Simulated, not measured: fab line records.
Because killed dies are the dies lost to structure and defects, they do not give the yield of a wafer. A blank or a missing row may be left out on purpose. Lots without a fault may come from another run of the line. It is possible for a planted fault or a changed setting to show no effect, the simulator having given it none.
Problem report, 8D (eight disciplines) form, completed by code ; flow n5 finfet ; the parts of the form that need people (team, actions taken, sign-off) are left out

1. WHAT IS WRONG
Across 3 wafers from 3 lots, M14_THK at N5_BEOL_M14_THK_MEAS_50 averages 1088 nm, while fault-free wafers read 574 nm with a standard deviation of 16. Measured from the usual mean, that is +32 standard deviations.
The step: measures by xrf.
The first sign was on wafer L267.2 at day 13 13:57, on film metro-01. The record has a number at this step for 25 wafers belonging to 9 lots. Rule for "out", or "out of limits": more than 4 standard deviations from the usual mean. Any other wafer with a number is counted as sound.

2. WHAT THIS IS AND IS NOT
question;is;is not
which readings at this step;M14_THK;-
which lots;L265, L266, L267;L260, L263, L275, L276, L278, L280
which wafers of those lots;L265.2, L266.2, L267.2;L265.1, L265.6, L266.6, L267.6
read on which gauges;film metro-01, film metro-02;-
when;from day 13 13:57;"up to then (7 sound wafers); but 15 sound wafers of L265, L266, L275, L276, L278, L280 came after"

3. WHAT RULES OUT EACH SUSPECT
Counting: if a tool at a process step up to the reading ran every lot that is out, it stays a suspect. Sound lots after the first of them don't rule it out here, since some wafers of a struck lot are sound.
- the gauge at N5_BEOL_M14_THK_MEAS_50 has been ruled out. 2 gauges (film metro-01, film metro-02) read the wafers that are out.
- rie diel-03 at N5_BEOL_M14_ETCH_38 (etches SiCN in CF4/N2, target depth 106.5 nm, time 120.6 s): kept. Every lot that is out went through it, the first being L267 (day 13 13:23); the last sound lot it ran before that was L260 (day 11 15:49). N5_BEOL_M14_ETCH_38 gives no start for some lots, so the hours and the order of its lots are those of N5_BEOL_M14_ANNEAL_48.
- rtp anneal-02 at N5_BEOL_M14_ANNEAL_48 (time 90 s): kept. It ran every lot that is out, first L267 (day 13 13:23).
- cmp-01 at N5_BEOL_M14_CMP_49 (polishes, stops on SiO2, t overpolish 5.2 s, target thk 560 nm): kept. Every lot that is out went through it, the first being L267 (day 13 13:46); the last sound lot it ran before that was L263 (day 12 23:22). Out on those wafers are its own readings of barrier field endpoint s, overpolish run s, time to endpoint s.
rie diel-03 at N5_BEOL_M14_ETCH_38, rtp anneal-02 at N5_BEOL_M14_ANNEAL_48 and cmp-01 at N5_BEOL_M14_CMP_49 are what is left after counting.

4. THE CAUSE (what the simulator had put in)
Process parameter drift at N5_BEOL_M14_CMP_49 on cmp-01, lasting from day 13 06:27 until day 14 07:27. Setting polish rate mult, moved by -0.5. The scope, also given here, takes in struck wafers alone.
Counting left 3 suspects, and this tool is among them.

5. SEQUENCE OF EFFECTS, ordered by route
Each row: a reading whose mean over the struck wafers that have a number lies more than 3 standard deviations from the usual. Only readings whose record carries a usual standard deviation are examined. hours: median over the lots of the time between each lot's start at the first step of this table that gives one and its start at this step. sigmas: the change, counted in usual standard deviations.
hours;step;reading;usual;on struck wafers;change;sigmas
0;N5_BEOL_M14_CMP_49;barrier field endpoint s;11.49 s;22.69;+11.20;+43
0;N5_BEOL_M14_CMP_49;overpolish run s;5.201 s;3.301;-1.900;-99 or more
0;N5_BEOL_M14_CMP_49;time to endpoint s;125 s;159;+34;+8.0
0;N5_BEOL_M14_THK_MEAS_50;M14_THK;574 nm;1088;+514;+32
0;N5_BEOL_M14_INSPECT_55;raw defect count;68;6420;+6352;+99 or more
26;N5_PASSIVATION_PROBE_49;defect limited yield;91.1 %;0.0;-91.1;-65
26;N5_PASSIVATION_PROBE_49;killed_at_M4_up;14;1080;+1066;+99 or more
26;N5_PASSIVATION_PROBE_49;killed dies;105;1180;+1075;+63
26;N5_PASSIVATION_PROBE_49;killed on rim;14;152;+138;+34
26;N5_PASSIVATION_PROBE_49;sort n pass;1075;0;-1075;-63
26;N5_PASSIVATION_PROBE_49;sort yield pct;91.1 %;0.0;-91.1;-65
Its process steps:
- N5_BEOL_M14_CMP_49: polishes, stops on SiO2, t overpolish 5.2 s, target thk 560 nm.
- N5_PASSIVATION_PROBE_49

6. WHAT WOULD HAVE CAUGHT IT SOONER
The first out-of-limits reading at a measuring or inspecting step in this record came at day 13 13:57, 8 hours after the fault's start at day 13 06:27.
At N5_BEOL_M14_CMP_49, the tool's own readings (barrier field endpoint s, overpolish run s, time to endpoint s) were out on each struck wafer the step has a row for, so an alarm limit on them would have fired on the first such wafer.
L265, L266, from the lots that are out (3), started N5_BEOL_M14_CMP_49 on cmp-01 later than day 13 13:57. A hold on the tool at that time would have spared those 2.
